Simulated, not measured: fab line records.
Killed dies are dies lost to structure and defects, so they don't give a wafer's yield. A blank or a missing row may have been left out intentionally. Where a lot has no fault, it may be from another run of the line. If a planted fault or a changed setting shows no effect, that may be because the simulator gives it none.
Split-lot trial / flow n5 finfet / on a route of 1938 steps: 7 lots, 21 wafers read

== THE SPLIT ==
At N5_BEOL_M2_COAT_62 (time 60 s, resist thk 12 nm), the setting spin rpm was moved away from the recipe's 1500 rpm on 5 of the 21 wafers read, by -3.3% to +4.2%. This setting was run at the recipe's value on the other wafers.

== FROM THE SPLIT TO THE READING: what the file shows between them, 5 steps ==
- N5_BEOL_M2_EXPOSE_08: exposes mask M2 (also split here: dose mj)
- N5_BEOL_M2_PEB_09: peb time 60 s
- N5_BEOL_M2_DEVELOP_10: develop time 30 s
- N5_BEOL_M2_DESCUM_16: chemistry O2, time 7 s
- N5_BEOL_M2_ETCH_74: etches underlayer in N2/H2, target depth 6.5 nm, time 5.2 s

== THE READING ==
etch.depth nm (the simulator's own value, which no gauge read), in nm, at N5_BEOL_M2_ETCH_63 (etches SiARC in CF4, target depth 15.6 nm, time 26 s). There is no usual value for it anywhere in the file. Across the 16 wafers here that went through the recipe, the average is 12.04 nm and the standard deviation 0.038 nm.

wafer=L079.2; tool, chamber at the split=litho track-03, 0; spin rpm as run, rpm=1500; against the recipe=recipe; etch.depth nm, nm=12.04; against lot-mates on the recipe=-
wafer=L079.3; tool, chamber at the split=litho track-03, 0; spin rpm as run, rpm=1500; against the recipe=recipe; etch.depth nm, nm=12.07; against lot-mates on the recipe=-
wafer=L079.4; tool, chamber at the split=litho track-03, 0; spin rpm as run, rpm=1500; against the recipe=recipe; etch.depth nm, nm=12.03; against lot-mates on the recipe=-
wafer=L081.3; tool, chamber at the split=litho track-02, 0; spin rpm as run, rpm=1500; against the recipe=recipe; etch.depth nm, nm=11.98; against lot-mates on the recipe=-
wafer=L081.5; tool, chamber at the split=litho track-02, 0; spin rpm as run, rpm=1500; against the recipe=recipe; etch.depth nm, nm=12; against lot-mates on the recipe=-
wafer=L081.6; tool, chamber at the split=litho track-02, 0; spin rpm as run, rpm=1500; against the recipe=recipe; etch.depth nm, nm=12.02; against lot-mates on the recipe=-
wafer=L085.1; tool, chamber at the split=litho track-02, 0; spin rpm as run, rpm=1500; against the recipe=recipe; etch.depth nm, nm=12.04; against lot-mates on the recipe=-
wafer=L085.4; tool, chamber at the split=litho track-02, 0; spin rpm as run, rpm=1500; against the recipe=recipe; etch.depth nm, nm=12.03; against lot-mates on the recipe=-
wafer=L085.6; tool, chamber at the split=litho track-02, 0; spin rpm as run, rpm=1500; against the recipe=recipe; etch.depth nm, nm=12.05; against lot-mates on the recipe=-
wafer=L088.2; tool, chamber at the split=litho track-01, 0; spin rpm as run, rpm=1553; against the recipe=+3.5%; etch.depth nm, nm=11.88; against lot-mates on the recipe=-0.22
wafer=L088.3; tool, chamber at the split=litho track-01, 0; spin rpm as run, rpm=1553; against the recipe=+3.5%; etch.depth nm, nm=11.94; against lot-mates on the recipe=-0.16
wafer=L088.4; tool, chamber at the split=litho track-01, 0; spin rpm as run, rpm=1500; against the recipe=recipe; etch.depth nm, nm=12.1; against lot-mates on the recipe=-
wafer=L089.2; tool, chamber at the split=litho track-02, 0; spin rpm as run, rpm=1563; against the recipe=+4.2%; etch.depth nm, nm=11.78; against lot-mates on the recipe=-0.24
wafer=L089.5; tool, chamber at the split=litho track-02, 0; spin rpm as run, rpm=1500; against the recipe=recipe; etch.depth nm, nm=12.03; against lot-mates on the recipe=-
wafer=L089.6; tool, chamber at the split=litho track-02, 0; spin rpm as run, rpm=1500; against the recipe=recipe; etch.depth nm, nm=12.02; against lot-mates on the recipe=-
wafer=L094.2; tool, chamber at the split=litho track-01, 0; spin rpm as run, rpm=1500; against the recipe=recipe; etch.depth nm, nm=12.11; against lot-mates on the recipe=-
wafer=L094.4; tool, chamber at the split=litho track-01, 0; spin rpm as run, rpm=1500; against the recipe=recipe; etch.depth nm, nm=12.11; against lot-mates on the recipe=-
wafer=L094.3; tool, chamber at the split=litho track-01, 0; spin rpm as run, rpm=1500; against the recipe=recipe; etch.depth nm, nm=12.06; against lot-mates on the recipe=-
wafer=L096.1; tool, chamber at the split=litho track-02, 0; spin rpm as run, rpm=1450; against the recipe=-3.3%; etch.depth nm, nm=12.15; against lot-mates on the recipe=+0.16
wafer=L096.2; tool, chamber at the split=litho track-02, 0; spin rpm as run, rpm=1500; against the recipe=recipe; etch.depth nm, nm=11.99; against lot-mates on the recipe=-
wafer=L096.4; tool, chamber at the split=litho track-02, 0; spin rpm as run, rpm=1450; against the recipe=-3.3%; etch.depth nm, nm=12.21; against lot-mates on the recipe=+0.22

FIT RESULTS
A straight line over all 21 wafers: etch.depth nm changes by -0.0454 nm for each +1% of spin rpm; r = -0.89; the points scatter about the line by 0.042 nm.
The same after taking each lot's own level away (the mean of its wafers on the recipe; 21 wafers): -0.0562 nm for each +1%; r = -0.98; scatter 0.02 nm.
According to that fit, moving spin rpm by its largest amount changes the reading by 0.24 nm.
Measured against the standard deviation above, the lots' own levels, which go from 11.990 to 12.100 nm, span 2.9 times it.
Thus the slope moves with the lot-to-lot level: the two fits are different.
Check: for one of the wafers moved furthest among these (+4.2%), held out of the fit, the line's prediction against its lot-mates is -0.231 nm. Against them it came out at -0.245 nm.

== ADDITIONAL SPLITS CARRIED BY THESE WAFERS ==
Before the reading, these wafers also passed through other splits. Each is held against what the fit with the lots' levels taken away leaves over:
other split on the same wafers=N5_MOL_CONTACT_COAG_ETCH_47 over etch frac; wafers away from the commonest value=11; r with etch.depth nm (lot level and that fit taken away)=+0.11
other split on the same wafers=N5_BEOL_M0_SAQP_PECVD_03 time s; wafers away from the commonest value=6; r with etch.depth nm (lot level and that fit taken away)=+0.04
other split on the same wafers=N5_BEOL_M0_SAQP_COAT_08 spin rpm; wafers away from the commonest value=8; r with etch.depth nm (lot level and that fit taken away)=-0.28
other split on the same wafers=N5_BEOL_M0_ETCH_128 source w; wafers away from the commonest value=4; r with etch.depth nm (lot level and that fit taken away)=-0.11
other split on the same wafers=N5_BEOL_M2_EXPOSE_08 dose mj; wafers away from the commonest value=4; r with etch.depth nm (lot level and that fit taken away)=-0.08

== FILE'S OWN FIT ==
etch.depth nm changes by -0.0569 nm for each +1% of spin rpm, r = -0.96.
